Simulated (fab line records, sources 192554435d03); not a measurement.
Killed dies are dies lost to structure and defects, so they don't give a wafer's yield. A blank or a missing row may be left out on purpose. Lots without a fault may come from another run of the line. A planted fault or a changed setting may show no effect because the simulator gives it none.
fab line records | flow n5_finfet
record lots=12 wafers=32 last_day=19
route steps=1938 shown BEOL_M12@1616 PASSIVATION@1936
lots that met no fault: from a run of the same line without faults
start_h: hours from the record's first day to the start of the lot's first wafer shown | wait_h: hours since the lot's step before | " the same as in the row above | L1.1+2: a row that stands for several wafers | - no value, or no start given | * or withheld: withheld | < > ~ a bound
route shown NAME@n: a module of which the file shows steps, and the number in the route of the first | usual: mean/standard deviation of fault-free wafers | same: alike in all rows | chamber/n: place in a boat | sites: the reading at each site | _std_site: their standard deviation | _edge_site: outer sites' mean less inner sites' | radius_mm: how far each site lies from the wafer's centre | mask NAME#n: copy n | behind: the tool/chamber that last shaped the wafer | hold: why the lot was held/for how many hours/how that ended | device: the transistor (n, p or np) that didn't switch | end of line: the same wafers' tests at the end of the route | a step without rows: its recipe alone | killed: dies lost to structure and defects at the first sort, not the wafer's yield | map: a wafer's dies, x killed, . not, _ none there
set.NAME: the setting as run; set.NAME@STEP: as run at that earlier step | model.NAME: the simulator's own value behind a step, which no gauge read
steps of the route over a sample of lots; a table a step, a row a wafer
services: from which hour (start_h, from the record's first day; less than 0 if before it) a tool's chamber was out of use, for how many hours, and why
## steps
# step N5_BEOL_M12_ETCH_59
# recipe chemistry=N2/H2 target=BARC target_depth_a=890 overetch_a=267 time_s=67.9 ion_energy_ev=200 pressure_mtorr=30 source_w=840 bias_w=150 n2_flow_sccm=200 h2_flow_sccm=200
# usual bias_w=149.9/0.43 drypump_motor_current_A=5.7/0.42 oes_product_au=0.69/0.069 rf_fwd_power_W=834.5/2.9 rf_vpp_V=524.4/2.2 showerhead_plenum_p_Torr=2.57/0.077 throttle_valve_pct=17.84/0.21
# columns lot.wafer tool chamber start_h wait_h bias_w drypump_motor_current_A oes_product_au rf_fwd_power_W rf_hours_counter_h rf_vpp_V showerhead_plenum_p_Torr throttle_valve_pct
L208.2 rie_diel-04 3 248.68 0.0 149.5 6.1 0.76 834.9 41 524.4 2.61 17.91
L208.3 " 1 " " 150.5 5.7 0.63 839.9 202 523.2 2.54 18.08
L208.5 " 1 " " 150.3 5.7 0.62 839.6 - 523.2 2.54 18.11
L212.3 rie_diel-04 1 300.99 0.0 150.6 5.7 0.62 836.0 218 523.3 2.53 18.11
L212.6 " 0 " " 149.9 5.8 0.58 838.4 - 524.9 2.63 18.07
L210.1 rie_diel-02 2 307.02 0.0 149.1 5.2 0.63 837.6 167 527.3 2.62 17.68
L210.5 " 1 " " 150.0 5.5 0.77 833.3 - 522.3 2.51 18.00
L210.6 " 0 " " 150.1 6.4 0.67 828.5 - 525.0 2.53 17.91
L217.1 rie_diel-03 3 309.99 0.0 149.9 4.9 0.73 831.1 54 528.5 2.69 17.69
L217.2 " 2 " " 149.8 5.2 0.59 836.7 228 520.3 2.39 18.04
L217.5 " 3 " " 151.0 4.9 0.72 834.2 - 529.4 2.69 17.71
L214.1 rie_diel-03 2 314.93 0.0 149.6 5.2 0.59 836.0 230 520.3 2.39 18.03
L214.3 " 0 " " 149.6 5.0 0.68 833.6 89 523.6 2.54 17.63
L214.4 " 3 " " 149.8 4.9 0.73 831.4 56 528.0 2.69 17.69
L215.1 rie_diel-04 2 315.63 0.0 149.9 6.2 0.74 836.3 46 527.4 2.69 17.69
L215.2 " 3 " " 149.6 6.0 0.73 839.1 63 524.4 2.60 17.93
L215.4 " 2 " " 149.7 6.2 0.75 833.2 - 528.2 2.69 17.69
L213.1 rie_diel-04 1 325.31 0.0 149.5 5.7 0.60 835.6 229 522.2 2.52 18.14
L213.2 " 0 " " 149.9 5.8 0.84 832.6 0 525.2 2.63 17.62
L218.2 rie_diel-04 2 339.64 0.0 149.7 6.3 0.72 829.5 56 527.3 2.68 17.70
L218.6 " 2 " " 150.1 6.2 0.73 830.7 - 528.0 2.68 17.71
L219.5 rie_diel-02 0 347.04 0.0 149.9 6.3 0.65 833.6 - 524.7 2.52 17.94
L219.6 " 1 " " 149.4 5.5 0.75 831.9 - 521.9 2.50 18.05
L222.1 rie_diel-04 0 349.50 0.0 148.5 5.9 0.80 835.1 11 525.5 2.63 17.66
L222.2 " 3 " " 150.3 6.0 0.71 834.3 78 523.4 2.59 17.96
L222.4 " 2 " " 149.9 6.2 0.72 834.1 61 528.2 2.68 17.72
L221.4 rie_diel-02 0 356.88 0.0 150.3 6.4 0.65 834.2 - 524.2 2.52 17.96
L221.5 " 2 " " 150.3 5.3 0.61 836.9 - 526.8 2.61 17.74
L221.6 " 1 " " 149.9 5.5 0.75 838.3 - 521.5 2.50 18.05
L230.3 rie_diel-02 3 414.50 0.0 148.8 5.7 0.70 834.2 82 520.0 2.44 17.46
L230.5 " 1 " " 149.5 5.5 0.73 830.6 - 521.2 2.49 18.09
L230.6 " 2 " " 150.2 5.2 0.60 834.4 - 526.1 2.60 17.78
# step N5_BEOL_M12_ETCH_68
# recipe chemistry=N2/H2 target=SOC mask_material=SiARC source_w=3000 bias_w=350 temp_c=40 time_s=285 ion_energy_ev=200 pressure_mtorr=30 n2_flow_sccm=200 h2_flow_sccm=200
# usual bias_w=350.0/0.94 drypump_motor_current_A=5.6/0.46 oes_product_au=0.82/0.079 rf_fwd_power_W=2994/9.5 rf_vpp_V=524.4/2.3 showerhead_plenum_p_Torr=2.56/0.082 throttle_valve_pct=17.66/0.21
# columns lot.wafer tool chamber start_h wait_h bias_w drypump_motor_current_A oes_product_au rf_fwd_power_W rf_hours_counter_h rf_vpp_V showerhead_plenum_p_Torr throttle_valve_pct
L208.2 rie_diel-03 1 249.85 0.1 351.8 5.8 0.68 3004 245 523.6 2.50 17.67
L208.3 " 0 " " 350.8 5.0 0.80 2999 65 524.4 2.55 17.50
L208.5 " 3 " " 349.7 4.8 0.90 2981 - 528.5 2.70 17.55
L212.3 rie_diel-03 0 302.16 0.1 347.1 5.0 0.79 2982 84 525.0 2.54 17.54
L212.6 " 1 " " 349.9 5.9 0.98 2997 - 523.2 2.49 17.35
L210.1 rie_diel-02 2 308.25 0.1 351.3 5.2 0.73 3001 167 526.5 2.62 17.59
L210.5 " 3 " " 351.2 5.7 0.86 3000 - 522.6 2.45 17.30
L210.6 " 2 " " 350.3 5.2 0.73 2988 - 527.6 2.62 17.58
L217.1 rie_diel-02 0 311.32 0.1 351.0 6.3 0.78 2993 127 525.3 2.53 17.78
L217.2 " 1 " " 349.6 5.5 0.92 2990 29 522.5 2.51 17.90
L217.5 " 1 " " 350.0 5.4 0.93 2997 - 523.1 2.51 17.88
L214.1 rie_diel-04 2 316.12 0.1 348.8 6.2 0.89 2991 46 526.7 2.69 17.57
L214.3 " 3 " " 347.4 6.0 0.85 2996 64 524.6 2.60 17.83
L214.4 " 1 " " 350.9 5.7 0.73 2999 - 521.9 2.53 18.01
L215.1 rie_diel-03 1 316.87 0.1 349.6 5.8 0.95 3001 13 522.1 2.49 17.37
L215.2 " 0 " " 350.3 5.0 0.79 3000 90 524.7 2.54 17.55
L215.4 " 2 " " 350.0 5.2 0.69 2989 232 520.8 2.39 17.94
L213.1 rie_diel-02 3 326.49 0.1 351.3 5.7 0.84 2988 59 521.7 2.45 17.30
L213.2 " 1 " " 350.1 5.5 0.91 2991 34 522.6 2.51 17.91
L218.2 rie_diel-04 2 341.73 0.1 349.2 6.2 0.87 3004 57 529.2 2.68 17.57
L218.6 " 3 " " 350.6 6.0 0.83 2976 - 523.7 2.59 17.84
L219.5 rie_diel-04 0 348.83 0.1 350.0 5.8 0.95 3003 - 524.6 2.63 17.54
L219.6 " 1 " " 351.2 5.7 0.71 2997 - 522.8 2.52 18.06
L222.1 rie_diel-04 0 350.89 0.1 351.0 5.8 1.22 2990 11 524.8 2.63 17.53
L222.2 " 3 " " 350.5 6.0 0.82 2988 78 524.6 2.59 17.87
L222.4 " 2 " " 349.4 6.2 0.84 3000 62 527.6 2.68 17.61
L221.4 rie_diel-04 1 357.91 0.1 351.2 5.7 0.72 2997 243 523.0 2.52 18.06
L221.5 " 0 " " 351.0 5.8 1.21 3011 - 525.5 2.63 17.54
L221.6 " 3 " " 350.5 6.0 0.83 2985 - 525.7 2.59 17.85
L230.3 rie_diel-02 3 415.56 0.1 350.7 5.7 0.81 3008 83 520.3 2.44 17.36
L230.5 " 0 " " 349.5 6.3 0.72 2990 - 523.1 2.51 17.87
L230.6 " 1 " " 350.3 5.5 0.85 2986 - 521.2 2.49 17.96
# step N5_BEOL_M12_OCD_MEAS_35
# usual trench_depth_nm=321/6.8
# columns lot.wafer tool chamber start_h wait_h trench_depth_nm
L208.2 ocd-01 - 250.19 0.0 309
L208.3 " - " " 312
L208.5 " - " " 332
L212.3 ocd-01 - 302.50 0.0 314
L212.6 " - " " 331
L210.1 ocd-02 - 308.58 0.0 324
L210.5 " - " " 322
L210.6 " - " " 322
L217.1 ocd-02 - 311.66 0.0 307
L217.2 " - " " 319
L217.5 " - " " 319
L214.1 ocd-02 - 316.46 0.0 324
L214.3 " - " " 314
L214.4 " - " " 323
L215.1 ocd-02 - 317.21 0.0 335
L215.2 " - " " 316
L215.4 " - " " 321
L213.1 ocd-02 - 326.83 0.0 320
L213.2 " - " " 330
L218.2 ocd-02 - 342.07 0.0 329
L218.6 " - " " 319
L219.5 ocd-02 - 349.09 0.0 331
L219.6 " - " " 326
L222.1 ocd-01 - 351.22 0.0 329
L222.2 " - " " 314
L222.4 " - " " 323
L221.4 ocd-02 - 358.25 0.0 324
L221.5 " - " " 333
L221.6 " - " " 314
L230.3 ocd-02 - 415.90 0.0 321
L230.5 " - " " 308
L230.6 " - " " 321
# step N5_BEOL_M12_PRE_CLEAN_42
# recipe gas=H2/He time_s=30 temp_c=250
# usual heater_power_w=344/35
# columns lot.wafer tool chamber start_h wait_h heater_power_w
L208.2 pvd_sputter-03 - 253.14 0.0 359
L208.3 " - " " 341
L208.5 " - " " 343
L212.3 pvd_sputter-03 - 303.91 0.0 366
L212.6 " - " " 309
L210.1 pvd_sputter-02 - 309.66 0.0 302
L210.5 " - " " 377
L210.6 " - " " 323
L217.1 pvd_sputter-02 - 313.20 0.0 307
L217.2 " - " " 320
L217.5 " - " " 295
L214.1 pvd_sputter-03 - 318.18 0.0 349
L214.3 " - " " 339
L214.4 " - " " 295
L215.1 pvd_sputter-01 - 318.33 0.0 355
L215.2 " - " " 344
L215.4 " - " " 333
L213.1 pvd_sputter-01 - 329.01 0.0 431
L213.2 " - " " 326
L218.2 pvd_sputter-02 - 343.68 0.0 378
L218.6 " - " " 298
L219.5 pvd_sputter-02 - 352.02 0.0 324
L219.6 " - " " 313
L222.1 pvd_sputter-01 - 353.27 0.0 336
L222.2 " - " " 363
L222.4 " - " " 350
L221.4 pvd_sputter-02 - 363.00 0.0 318
L221.5 " - " " 313
L221.6 " - " " 313
L230.3 pvd_sputter-01 - 417.07 0.0 418
L230.5 " - " " 361
L230.6 " - " " 419
# step N5_PASSIVATION_PROBE_49
# usual defect_limited_yield=91.2/1.4 killed_at_M0_to_M3=34/9.3 killed_at_M4_up=14/5.9 killed_at_contacts=14/5.7 killed_at_front_end=38/10 killed_at_other=4/3.2 killed_dies=104/17 killed_open=67/13 killed_short=33/6.9 sort_bin_5_function=5.2/1 sort_bin_6_memory=3.3/0.61 sort_bin_8_speed=0.3/1.8 sort_n_pass=1069/52
# same gross_dies=1180 killed_at_back_side=0 sort_bin_4_leakage[%]=0
# columns lot.wafer tool chamber start_h wait_h defect_limited_yield[%] killed_at_M0_to_M3 killed_at_M4_up killed_at_contacts killed_at_front_end killed_at_other killed_dies killed_open killed_short sort_bin_5_function[%] sort_bin_6_memory[%] sort_bin_8_speed[%] sort_n_pass
L219.6 prober-02 - 385.38 0.3 91.7 36 13 17 29 3 98 65 28 4.6 3.6 0 1082
L222.2 prober-01 - 392.26 0.1 88.4 42 13 15 32 35 137 71 26 8.3 3.1 0 1043
L221.4 prober-02 - 398.76 0.2 93.1 19 12 20 25 5 81 42 23 4.4 2.0 0 1099
L221.6 prober-02 - 398.86 0.3 90.3 30 18 36 27 4 115 67 27 6.1 3.5 0 1065
# killed by level:class
L219.6 MOL_CONTACT_COAG:geometric_particle:open=12 BEOL_M3:geometric_particle:open=9 BEOL_M0_SAQP:geometric_particle:short=8 BEOL_M2:geometric_particle:open=8 FIN_SAQP:geometric_particle:open=7 GATE_CUT:geometric_particle:open=5 MOL_CONTACT_COAG:geometric_particle:short=5 BEOL_M1:geometric_particle:open=4
L222.2 PASSIVATION:area_etch=33 MOL_CONTACT_COAG:geometric_particle:open=11 STI_FIN_REVEAL:geometric_particle:open=10 BEOL_M0_SAQP:geometric_particle:short=10 BEOL_M0_SAQP:geometric_particle:open=9 BEOL_M1:geometric_particle:open=9 ILD0:geometric_particle:open=5 BEOL_M3:geometric_particle:open=4
L221.4 MOL_CONTACT_COAG:area_etch=12 BEOL_M4:geometric_particle:open=8 FIN_SAQP:geometric_particle:short=6 MOL_CONTACT_COAG:geometric_particle:open=6 BEOL_M3:geometric_particle:open=6 FIN_SAQP:geometric_particle:open=4 GATE_CUT:geometric_particle:short=4 BEOL_M0_SAQP:geometric_particle:open=4
L221.6 MOL_CONTACT_COAG:area_etch=21 MOL_CONTACT_COAG:geometric_particle:open=12 BEOL_M4:geometric_particle:open=9 BEOL_M3:geometric_particle:open=6 BEOL_M0_SAQP:geometric_particle:open=5 FIN_SAQP:geometric_particle:short=4 STI_FIN_REVEAL:geometric_particle:open=4 DUMMY_GATE:geometric_particle:open=4
## services
# columns tool chamber start_h hours kind
rie_diel-04 2 244.17 16.4 repair
rie_diel-03 1 263.46 - clean
rie_diel-03 1 263.46 - consumable_replace:focus_ring
rie_diel-02 1 286.15 11.8 repair
rie_diel-04 0 302.78 - clean
rie_diel-04 0 302.78 - consumable_replace:focus_ring
rie_diel-04 0 302.78 21.6 scheduled_down
rie_diel-04 0 302.78 21.6 vent_cycle
rie_diel-02 3 333.88 28.2 repair
rie_diel-03 1 359.08 5.1 repair
rie_diel-03 2 376.64 - clean
rie_diel-03 2 376.64 - consumable_replace:focus_ring
rie_diel-03 2 376.64 - consumable_replace:showerhead
rie_diel-03 2 376.64 19.1 scheduled_down
rie_diel-03 2 376.64 19.1 vent_cycle
rie_diel-04 1 382.68 - clean
rie_diel-04 1 382.68 - consumable_replace:focus_ring
rie_diel-04 1 382.68 23.1 scheduled_down
rie_diel-04 1 382.68 23.1 vent_cycle
rie_diel-04 2 395.37 6.0 repair
rie_diel-02 - 402.40 1.1 repair
## key
first_sign step=N5_BEOL_M12_ETCH_68 reading=oes_product_au direction=up sigmas=4.9 usual=0.82 struck=1.22
effect none on later readings
met_at N5_BEOL_M12_ETCH_68
struck_lots L221,L222
struck_wafers L221.5,L222.1
baseline_loss step=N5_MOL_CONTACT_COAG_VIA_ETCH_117 wafers=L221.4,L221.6
baseline_loss step=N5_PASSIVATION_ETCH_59 wafers=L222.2
not_acting_at N5_BEOL_M12_ETCH_59,N5_BEOL_M12_OCD_MEAS_35,N5_BEOL_M12_PRE_CLEAN_42
onset_between 348.83 350.89
fault kind=process_parameter_drift tool=rie_diel-04 chamber=- onset_h=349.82 steps=N5_BEOL_M12_ETCH_68 channel=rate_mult offset=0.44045 shape=step end_h=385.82 scope=struck_wafers_only
# baseline_loss: these wafers lose ten dies or more at that step, a loss of the line's own and not of a fault; the sort's usual values leave them out
